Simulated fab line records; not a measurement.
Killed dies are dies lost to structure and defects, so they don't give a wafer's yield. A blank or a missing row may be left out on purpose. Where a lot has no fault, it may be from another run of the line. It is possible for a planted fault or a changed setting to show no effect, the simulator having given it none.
Matching of chambers + flow n5_finfet + N5_BEOL_M0_CUTY_ETCH_62 on rie_diel-06: 4 sister chambers
The step etches SiARC in CF4, time 58.5 s. 4 wafers are shown with their chamber, then 11 later ones without.

## WAFERS, EACH WITH ITS CHAMBER
| wafer  | chamber | drypump_motor_current_A (A) |
|--------|---------|-----------------------------|
| L085.5 | 0       | 5.8                         |
| L088.3 | 1       | 6.0                         |
| L088.5 | 2       | 5.9                         |
| L091.2 | 3       | 6.2                         |

## WAFERS MISSING THEIR CHAMBER
| wafer  | drypump_motor_current_A (A) |
|--------|-----------------------------|
| L091.4 | 5.9                         |
| L091.5 | 6.0                         |
| L092.2 | 6.1                         |
| L092.3 | 5.9                         |
| L092.5 | 6.0                         |
| L093.1 | 6.2                         |
| L093.3 | 5.8                         |
| L093.6 | 6.0                         |
| L097.1 | 6.2                         |
| L097.2 | 5.9                         |
| L097.3 | 5.8                         |

## CHAMBER TAKEN BY EACH
| wafer  | from the rows above     | in truth |
|--------|-------------------------|----------|
| L091.4 | 2                       | 2        |
| L091.5 | 1                       | 1        |
| L092.2 | can't be placed: 1 or 3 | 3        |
| L092.3 | 2                       | 2        |
| L092.5 | 1                       | 1        |
| L093.1 | 3                       | 3        |
| L093.3 | 0                       | 0        |
| L093.6 | 1                       | 1        |
| L097.1 | 3                       | 3        |
| L097.2 | 2                       | 2        |
| L097.3 | 0                       | 0        |
Correctly placed: 10 of 11. These rows do not allow placing 1 (true chamber among the candidates in 1). Wrongly placed: 0.
How it was worked out, from the rows above alone: a wafer's distance from a chamber is the root of the sum, over the readings, of the square of ((its reading less the chamber's mean) divided by the reading's scatter). If the next closest chamber is less than 2 further off than the closest, the wafer can't be placed; otherwise it belongs to the closest. For every chamber, the mean is computed from those of its wafers that are shown. The scatter: with one shown wafer a chamber, the root of the mean of the squares of how far each hidden wafer lies from its nearest shown one.
